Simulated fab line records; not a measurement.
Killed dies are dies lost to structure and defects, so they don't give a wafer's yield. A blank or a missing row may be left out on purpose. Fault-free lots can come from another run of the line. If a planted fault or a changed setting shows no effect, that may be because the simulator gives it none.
2 desks, one fault :: flow n5_finfet :: numbers are kept per desk, each desk with only its own; the story behind them comes last

== AT THE METROLOGY DESK ==
Lot by lot, what the gauges showed, no matter which tool ran the lot: averages of those sampled wafers that carry a number. Any lot whose mean is over 4 standard deviations away from the usual mean is out of limits and marked OUT; that distance is given in the brackets. 7 of its 12 readings are shown, namely those furthest out on some lot.
Columns: A = cd_nm at N5_BEOL_M4_CD_MEAS_35, usual 17.94 nm; B = DIBL_N at N5_BEOL_M4_RC_MEAS_101, usual 35.9 mV/V; C = IOFF_N at N5_BEOL_M4_RC_MEAS_101, usual 0.152 nA/um; D = IOFF_P at N5_BEOL_M4_RC_MEAS_101, usual 0.204 nA/um; E = ION_P at N5_BEOL_M4_RC_MEAS_101, usual 462 uA/um; F = SS_P at N5_BEOL_M4_RC_MEAS_101, usual 73.2 mV/dec; G = VT_P at N5_BEOL_M4_RC_MEAS_101, usual -250.6 mV
lot: L837
first seen here: day 8 04:16
A: 17.74
B: 33.7
C: 0.138
D: 0.195
E: 463
F: 72.6
G: -250.3

lot: L838
first seen here: day 8 14:32
A: 17.54
B: 35.9
C: 0.160
D: 0.192
E: 458
F: 73.5
G: -253.1

lot: L839
first seen here: day 8 14:48
A: 17.92
B: 36.4
C: 0.140
D: 0.183
E: 459
F: 73.0
G: -252.6

lot: L840
first seen here: day 8 17:27
A: 18.27
B: 37.0
C: 0.162
D: 0.220
E: 465
F: 74.2
G: -250.6

lot: L841
first seen here: day 9 13:51
A: 17.62
B: 36.9
C: 0.155
D: 0.230
E: 463
F: 73.8
G: -249.1

lot: L852
first seen here: day 12 10:43
A: 17.90
B: 36.4
C: 0.142
D: 0.175
E: 456
F: 73.1
G: -253.4

lot: L854
first seen here: day 13 05:19
A: 17.78
B: 36.2
C: 0.169
D: 0.225
E: 469
F: 72.8
G: -248.2

lot: L855
first seen here: day 13 05:32
A: 17.92
B: 35.9
C: 0.158
D: 0.182
E: 454
F: 73.3
G: -254.8

lot: L857
first seen here: day 13 09:49
A: 18.06
B: 39.0
C: 0.194
D: 0.253
E: 461
F: 74.3
G: -248.9

lot: L858
first seen here: day 13 22:11
A: 18.14
B: 35.5
C: 0.137
D: 0.225
E: 471
F: 73.0
G: -246.5
This desk found nothing out of limits on any of the 10 lots.

== TOOL OWNER'S DESK, ald_sin-01 ==
The tool's own readings at N5_BEOL_M4_ALD_98 (deposits SiO2, target thk 2.5 nm, pulse time 1 s, co reactant pulse time 1 s): means of the sampled wafers that have a number, for each lot that ran on this tool. Any lot whose mean is over 4 standard deviations away from the usual mean is out of limits and marked OUT; that distance is given in the brackets.
Columns: A = heater_power_w at N5_BEOL_M4_ALD_98, usual 80 W; B = precursor_pulse_height_rel at N5_BEOL_M4_ALD_98, usual 1.002
lot: L837
first seen here: day 8 08:20
A: 73
B: 0.996

lot: L839
first seen here: day 8 17:30
A: 72
B: 0.991

lot: L840
first seen here: day 8 21:25
A: 78
B: 0.993

lot: L841
first seen here: day 9 18:39
A: 78
B: 1.012

lot: L854
first seen here: day 13 07:17
A: 77
B: 1.015

lot: L858
first seen here: day 14 02:06
A: 72
B: 0.987
This desk found nothing out of limits on any of the 6 lots.

== TAKEN TOGETHER ==
At the metrology desk, nothing out of limits was observed.
The tool owner's desk saw nothing out of limits.

== WHAT THE SIMULATOR HAD PUT IN ==
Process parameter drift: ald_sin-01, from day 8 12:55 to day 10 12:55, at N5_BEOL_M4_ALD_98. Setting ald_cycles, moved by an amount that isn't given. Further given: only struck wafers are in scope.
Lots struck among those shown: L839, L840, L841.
